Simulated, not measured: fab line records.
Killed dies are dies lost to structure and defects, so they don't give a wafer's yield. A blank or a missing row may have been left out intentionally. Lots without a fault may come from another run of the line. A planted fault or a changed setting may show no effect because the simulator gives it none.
fab line records / flow nandHarc
record lots=5 wafers=15 lastDay=23
route steps=1159 shown A_M0@1018
lots that met no fault: taken from a fault-free run of the same line
startH: hours from the record's first day to the start of the lot's first wafer shown / waitH: how many hours have passed since the lot's step before this one / " unchanged from the row above / L1.1+2: a single row standing in for several wafers / - value missing, or start not given / * or withheld: withheld / < > ~ a bound
route shown NAME@n: names a module that has steps shown in the file, with the first one's number in the route / usual: mean and standard deviation over wafers with no fault / same: alike in all rows / chamber/n: place in a boat / sites: each site's reading / _std_site: how widely they spread, as a standard deviation / _edge_site: inner sites' mean taken away from outer sites' mean / radiusMm: for every site, how far away it sits from the centre of the wafer / mask NAME#n: copy n / behind: tool/chamber where the wafer was last shaped / hold: the reason the lot was held/the length of the hold in hours/how it ended / device: names the non-switching transistor (n, p or np) / end of line: the tests these same wafers got at the end of their route / where a step has no rows: the recipe by itself / killed: dies lost to structure and defects at the first sort, not the wafer's yield / map: the dies of a wafer, with x for killed, . for not killed, _ for no die there
set.NAME: the setting the step ran with; set.NAME@STEP: the setting that earlier step ran with / model.NAME: the simulator's own value behind a step, which no gauge read
lots at selected steps of the route; one table per step, one row per wafer
services: when a tool's chamber went out of use (startH, in hours from the record's first day, below 0 if earlier), for how many hours, and the reason
## steps
# step NHARC_A_M0_ANNEAL_30
# recipe tempC=225 timeS=90
# usual annealTempCMax=226.13/0.27 wafer_temp_C_max=226.1/0.5
lot.wafer=L075.1 tool=rtpAnneal-02 chamber=0 startH=410.78 waitH=- annealTempCMax=226.76 wafer_temp_C_max=225.6
lot.wafer=L075.2 tool=rtpAnneal-02 chamber=0 startH=410.78 waitH=- annealTempCMax=226.46 wafer_temp_C_max=225.6
lot.wafer=L075.6 tool=rtpAnneal-02 chamber=0 startH=410.78 waitH=- annealTempCMax=226.42 wafer_temp_C_max=225.6
lot.wafer=L079.2 tool=rtpAnneal-01 chamber=0 startH=431.88 waitH=0.4 annealTempCMax=226.05 wafer_temp_C_max=226.3
lot.wafer=L079.4 tool=rtpAnneal-01 chamber=0 startH=431.88 waitH=0.4 annealTempCMax=226.10 wafer_temp_C_max=226.0
lot.wafer=L079.6 tool=rtpAnneal-01 chamber=0 startH=431.88 waitH=0.4 annealTempCMax=225.87 wafer_temp_C_max=226.3
lot.wafer=L089.1 tool=rtpAnneal-01 chamber=0 startH=482.37 waitH=0.3 annealTempCMax=226.31 wafer_temp_C_max=226.2
lot.wafer=L089.2 tool=rtpAnneal-01 chamber=0 startH=482.37 waitH=0.3 annealTempCMax=225.92 wafer_temp_C_max=226.4
lot.wafer=L089.3 tool=rtpAnneal-01 chamber=0 startH=482.37 waitH=0.3 annealTempCMax=225.91 wafer_temp_C_max=226.1
lot.wafer=L092.1 tool=rtpAnneal-01 chamber=0 startH=496.79 waitH=0.3 annealTempCMax=226.16 wafer_temp_C_max=226.5
lot.wafer=L092.4 tool=rtpAnneal-01 chamber=0 startH=496.79 waitH=0.3 annealTempCMax=226.33 wafer_temp_C_max=226.7
lot.wafer=L092.5 tool=rtpAnneal-01 chamber=0 startH=496.79 waitH=0.3 annealTempCMax=226.06 wafer_temp_C_max=226.4
lot.wafer=L093.2 tool=rtpAnneal-02 chamber=0 startH=514.15 waitH=0.4 annealTempCMax=226.33 wafer_temp_C_max=225.4
lot.wafer=L093.4 tool=rtpAnneal-02 chamber=0 startH=514.15 waitH=0.4 annealTempCMax=226.33 wafer_temp_C_max=225.6
lot.wafer=L093.6 tool=rtpAnneal-02 chamber=0 startH=514.15 waitH=0.4 annealTempCMax=226.53 wafer_temp_C_max=225.8
# step NHARC_A_M0_CMP_23
# recipe tOverpolishS=20 targetThkNm=113.75
# usual motorCurrentA=11.7/0.9 timeToEndpointS=28.7/2.3
lot.wafer=L075.2 tool=cmp-02 chamber=2 startH=411.15 waitH=- motorCurrentA=10.8 timeToEndpointS=25.6
lot.wafer=L075.1 tool=cmp-02 chamber=0 startH=411.15 waitH=- motorCurrentA=12.9 timeToEndpointS=24.5
lot.wafer=L075.6 tool=cmp-02 chamber=2 startH=411.15 waitH=- motorCurrentA=10.9 timeToEndpointS=26.0
lot.wafer=L079.2 tool=cmp-01 chamber=1 startH=432.18 waitH=- motorCurrentA=11.9 timeToEndpointS=30.6
lot.wafer=L079.4 tool=cmp-01 chamber=2 startH=432.18 waitH=- motorCurrentA=11.2 timeToEndpointS=27.4
lot.wafer=L079.6 tool=cmp-01 chamber=1 startH=432.18 waitH=- motorCurrentA=11.9 timeToEndpointS=33.5
lot.wafer=L089.1 tool=cmp-01 chamber=2 startH=482.72 waitH=- motorCurrentA=11.7 timeToEndpointS=27.9
lot.wafer=L089.3 tool=cmp-01 chamber=3 startH=482.72 waitH=- motorCurrentA=11.7 timeToEndpointS=25.2
lot.wafer=L089.2 tool=cmp-01 chamber=0 startH=482.72 waitH=- motorCurrentA=11.0 timeToEndpointS=25.9
lot.wafer=L092.4 tool=cmp-02 chamber=2 startH=497.14 waitH=- motorCurrentA=10.5 timeToEndpointS=27.2
lot.wafer=L092.1 tool=cmp-02 chamber=0 startH=497.14 waitH=- motorCurrentA=13.1 timeToEndpointS=23.5
lot.wafer=L092.5 tool=cmp-02 chamber=3 startH=497.14 waitH=- motorCurrentA=10.1 timeToEndpointS=29.2
lot.wafer=L093.4 tool=cmp-01 chamber=3 startH=514.45 waitH=- motorCurrentA=11.7 timeToEndpointS=26.9
lot.wafer=L093.2 tool=cmp-01 chamber=2 startH=514.45 waitH=- motorCurrentA=11.3 timeToEndpointS=29.2
lot.wafer=L093.6 tool=cmp-01 chamber=3 startH=514.45 waitH=- motorCurrentA=11.4 timeToEndpointS=27.9
# step NHARC_A_M0_THK_MEAS_24
# recipe thkMeasGauge=xrf
# usual thkNm=113.9/1.5
lot.wafer=L075.1 tool=filmMetro-02 chamber=- startH=411.44 waitH=- thkNm=112.1
lot.wafer=L075.2 tool=filmMetro-02 chamber=- startH=411.44 waitH=- thkNm=112.2
lot.wafer=L075.6 tool=filmMetro-02 chamber=- startH=411.44 waitH=- thkNm=112.1
lot.wafer=L079.2 tool=filmMetro-02 chamber=- startH=432.49 waitH=- thkNm=111.0
lot.wafer=L079.4 tool=filmMetro-02 chamber=- startH=432.49 waitH=- thkNm=112.6
lot.wafer=L079.6 tool=filmMetro-02 chamber=- startH=432.49 waitH=- thkNm=112.0
lot.wafer=L089.1 tool=filmMetro-02 chamber=- startH=483.04 waitH=- thkNm=112.4
lot.wafer=L089.2 tool=filmMetro-02 chamber=- startH=483.04 waitH=- thkNm=112.2
lot.wafer=L089.3 tool=filmMetro-02 chamber=- startH=483.04 waitH=- thkNm=115.1
lot.wafer=L092.1 tool=filmMetro-01 chamber=- startH=497.46 waitH=- thkNm=113.8
lot.wafer=L092.4 tool=filmMetro-01 chamber=- startH=497.46 waitH=- thkNm=112.7
lot.wafer=L092.5 tool=filmMetro-01 chamber=- startH=497.46 waitH=- thkNm=113.3
lot.wafer=L093.2 tool=filmMetro-01 chamber=- startH=514.76 waitH=- thkNm=114.8
lot.wafer=L093.4 tool=filmMetro-01 chamber=- startH=514.76 waitH=- thkNm=113.2
lot.wafer=L093.6 tool=filmMetro-01 chamber=- startH=514.76 waitH=- thkNm=113.4
# step NHARC_A_M0_SRD_25
lot.wafer=L075.6+1+2 tool=wetBench-10 chamber=2,4,5 startH=411.49 waitH=0.0
lot.wafer=L079.4+6+2 tool=wetBench-10 chamber=3,4,6 startH=432.53 waitH=0.0
lot.wafer=L089.3+2+1 tool=wetBench-10 chamber=6,1,3 startH=483.08 waitH=0.0
lot.wafer=L092.5+4+1 tool=wetBench-10 chamber=1,2,3 startH=497.50 waitH=0.0
lot.wafer=L093.4+6+2 tool=wetBench-08 chamber=6,7,0 startH=514.83 waitH=0.1
# step NHARC_A_M0_INSPECT_27
# usual rawDefectCount=456/160
lot.wafer=L075.1 tool=defectInspect-01 chamber=- startH=411.61 waitH=0.0 rawDefectCount=1039
lot.wafer=L075.2 tool=defectInspect-01 chamber=- startH=411.61 waitH=0.0 rawDefectCount=382
lot.wafer=L075.6 tool=defectInspect-01 chamber=- startH=411.61 waitH=0.0 rawDefectCount=865
lot.wafer=L079.2 tool=defectInspect-01 chamber=- startH=432.65 waitH=0.0 rawDefectCount=354
lot.wafer=L079.4 tool=defectInspect-01 chamber=- startH=432.65 waitH=0.0 rawDefectCount=638
lot.wafer=L079.6 tool=defectInspect-01 chamber=- startH=432.65 waitH=0.0 rawDefectCount=551
lot.wafer=L089.1 tool=defectInspect-01 chamber=- startH=483.21 waitH=0.0 rawDefectCount=515
lot.wafer=L089.2 tool=defectInspect-01 chamber=- startH=483.21 waitH=0.0 rawDefectCount=534
lot.wafer=L089.3 tool=defectInspect-01 chamber=- startH=483.21 waitH=0.0 rawDefectCount=715
lot.wafer=L092.1 tool=defectInspect-01 chamber=- startH=497.61 waitH=0.0 rawDefectCount=331
lot.wafer=L092.4 tool=defectInspect-01 chamber=- startH=497.61 waitH=0.0 rawDefectCount=425
lot.wafer=L092.5 tool=defectInspect-01 chamber=- startH=497.61 waitH=0.0 rawDefectCount=496
lot.wafer=L093.2 tool=defectInspect-01 chamber=- startH=514.94 waitH=0.0 rawDefectCount=308
lot.wafer=L093.4 tool=defectInspect-01 chamber=- startH=514.94 waitH=0.0 rawDefectCount=342
lot.wafer=L093.6 tool=defectInspect-01 chamber=- startH=514.94 waitH=0.0 rawDefectCount=358
# step NHARC_A_M0_PRE_CLEAN_31
# recipe timeS=12 tempC=370 rfPowerW=300 gas=NH3
# usual heaterPowerW=648/61
lot.wafer=L075.2 tool=pecvd-03 chamber=2 startH=411.85 waitH=0.2 heaterPowerW=608
lot.wafer=L075.1 tool=pecvd-03 chamber=0 startH=411.85 waitH=0.2 heaterPowerW=709
lot.wafer=L075.6 tool=pecvd-03 chamber=0 startH=411.85 waitH=0.2 heaterPowerW=703
lot.wafer=L079.2 tool=pecvd-04 chamber=2 startH=432.71 waitH=0.1 heaterPowerW=656
lot.wafer=L079.6 tool=pecvd-04 chamber=0 startH=432.71 waitH=0.1 heaterPowerW=636
lot.wafer=L079.4 tool=pecvd-04 chamber=1 startH=432.71 waitH=0.1 heaterPowerW=668
lot.wafer=L089.3 tool=pecvd-01 chamber=1 startH=483.28 waitH=0.1 heaterPowerW=673
lot.wafer=L089.2 tool=pecvd-01 chamber=2 startH=483.28 waitH=0.1 heaterPowerW=559
lot.wafer=L089.1 tool=pecvd-01 chamber=0 startH=483.28 waitH=0.1 heaterPowerW=718
lot.wafer=L092.1 tool=pecvd-03 chamber=0 startH=497.74 waitH=0.1 heaterPowerW=706
lot.wafer=L092.4 tool=pecvd-03 chamber=2 startH=497.74 waitH=0.1 heaterPowerW=586
lot.wafer=L092.5 tool=pecvd-03 chamber=1 startH=497.74 waitH=0.1 heaterPowerW=659
lot.wafer=L093.2 tool=pecvd-03 chamber=2 startH=515.01 waitH=0.1 heaterPowerW=505
lot.wafer=L093.4 tool=pecvd-03 chamber=2 startH=515.01 waitH=0.1 heaterPowerW=513
lot.wafer=L093.6 tool=pecvd-03 chamber=1 startH=515.01 waitH=0.1 heaterPowerW=578
## services
tool=cmp-02 chamber=- startH=390.83 hours=4.8 kind=repair
tool=pecvd-01 chamber=- startH=405.17 hours=9.2 kind=repair
tool=wetBench-08 chamber=- startH=406.40 hours=8.0 kind=pm
tool=pecvd-01 chamber=1 startH=417.37 hours=3.4 kind=repair
tool=pecvd-01 chamber=- startH=418.64 hours=13.0 kind=pm
tool=cmp-02 chamber=- startH=422.52 hours=4.0 kind=pm
tool=wetBench-10 chamber=- startH=423.20 hours=8.0 kind=pm
tool=wetBench-10 chamber=0 startH=431.20 hours=- kind=consumableReplace:bath
tool=wetBench-10 chamber=0 startH=431.20 hours=- kind=consumableReplace:filter
tool=wetBench-10 chamber=1 startH=431.20 hours=- kind=consumableReplace:bath
tool=wetBench-10 chamber=1 startH=431.20 hours=- kind=consumableReplace:filter
tool=wetBench-10 chamber=2 startH=431.20 hours=- kind=consumableReplace:bath
tool=wetBench-10 chamber=2 startH=431.20 hours=- kind=consumableReplace:filter
tool=wetBench-10 chamber=3 startH=431.20 hours=- kind=consumableReplace:bath
tool=wetBench-10 chamber=3 startH=431.20 hours=- kind=consumableReplace:filter
tool=wetBench-10 chamber=4 startH=431.20 hours=- kind=consumableReplace:bath
tool=wetBench-10 chamber=4 startH=431.20 hours=- kind=consumableReplace:filter
tool=wetBench-10 chamber=5 startH=431.20 hours=- kind=consumableReplace:bath
tool=wetBench-10 chamber=5 startH=431.20 hours=- kind=consumableReplace:filter
tool=wetBench-10 chamber=6 startH=431.20 hours=- kind=consumableReplace:bath
tool=cmp-01 chamber=- startH=458.87 hours=0.5 kind=repair
tool=pecvd-03 chamber=- startH=473.03 hours=13.0 kind=pm
tool=cmp-01 chamber=- startH=473.63 hours=4.0 kind=pm
tool=cmp-02 chamber=- startH=490.33 hours=0.6 kind=repair
## key
fault none
